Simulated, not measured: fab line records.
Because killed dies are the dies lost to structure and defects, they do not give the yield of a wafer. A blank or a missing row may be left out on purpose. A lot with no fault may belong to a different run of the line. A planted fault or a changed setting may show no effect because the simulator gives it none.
2 desks, one fault | flow nandHarc | only its own numbers are on each desk; what lay behind them is given at the end

== FROM THE METROLOGY DESK ==
What the gauges read, lot by lot, whatever tool the lot ran on: means of the sampled wafers that have a number. If a lot's mean is further than 4 standard deviations from the usual mean, the lot is out of limits and carries the mark OUT (the distance appears in the brackets).
Columns: A = thkNm at NHARC_A_DECK1_JOINT_THK_MEAS_14, usual 50.9 nm; B = thkNm at NHARC_A_DECK1_JOINT_THK_MEAS_17, usual 45.2 nm
lot  | first seen here | A    | B
L735 | day 11 06:55    | 49.8 | 44.8
L737 | day 12 07:28    | 50.0 | 45.8
L744 | day 14 21:55    | 50.7 | 40.1 (-4.6) OUT
L745 | day 15 23:45    | 49.7 | 45.0
L750 | day 17 12:10    | 49.3 | 46.0
L748 | day 17 22:12    | 51.7 | 43.5
L752 | day 18 09:56    | 51.7 | 45.5
L753 | day 19 08:33    | 49.7 | 45.0
L754 | day 20 03:35    | 51.4 | 45.0
L756 | day 20 11:14    | 51.4 | 46.0
L757 | day 20 11:15    | 51.1 | 45.0
L758 | day 21 01:16    | 52.0 | 45.6
This desk finds L744 out of limits, L744 being first, at day 16 03:41 (thkNm at NHARC_A_DECK1_JOINT_THK_MEAS_17). L735, L737, L745, L750, L748, L752, L753, L754, L756, L757, L758: within limits.

== FOR THE TOOL OWNER'S DESK: pecvd-04 ==
The tool's own readings at NHARC_A_DECK1_JOINT_DEP_16 (deposits SiO2, target thk 45 nm): means of the sampled wafers that have a number, for each lot that ran on this tool. If a lot's mean is further than 4 standard deviations from the usual mean, the lot is out of limits and carries the mark OUT (the distance appears in the brackets).
Columns: A = heaterPowerW at NHARC_A_DECK1_JOINT_DEP_16, usual 513 W; B = susceptorTempC at NHARC_A_DECK1_JOINT_DEP_16, usual 400.02 C; C = throttleValvePct at NHARC_A_DECK1_JOINT_DEP_16, usual 16.1 %
lot  | first seen here | A   | B      | C
L744 | day 16 03:28    | 512 | 400.02 | 16.5
L748 | day 19 01:38    | 426 | 400.04 | 16.5
L753 | day 20 07:09    | 544 | 399.80 | 16.0
L758 | day 21 23:57    | 483 | 400.00 | 16.2
Finding of this desk: none of the 4 lots has anything out of limits.

== PUT TOGETHER ==
Metrology desk: alarm possible at day 16 03:41 on L744.
The tool owner's desk saw nothing out of limits.
The tool owner's desk has L744 on record, within its limits.
The lots listed all ran NHARC_A_DECK1_JOINT_DEP_16 on pecvd-04.

== WHAT THE SIMULATOR HAD PUT IN ==
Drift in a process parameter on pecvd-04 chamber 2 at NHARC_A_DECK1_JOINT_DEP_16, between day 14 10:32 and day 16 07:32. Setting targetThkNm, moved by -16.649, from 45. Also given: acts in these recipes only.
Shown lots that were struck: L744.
Delay in hours, fault start to first out-of-limits reading, per desk: metrology desk 41.
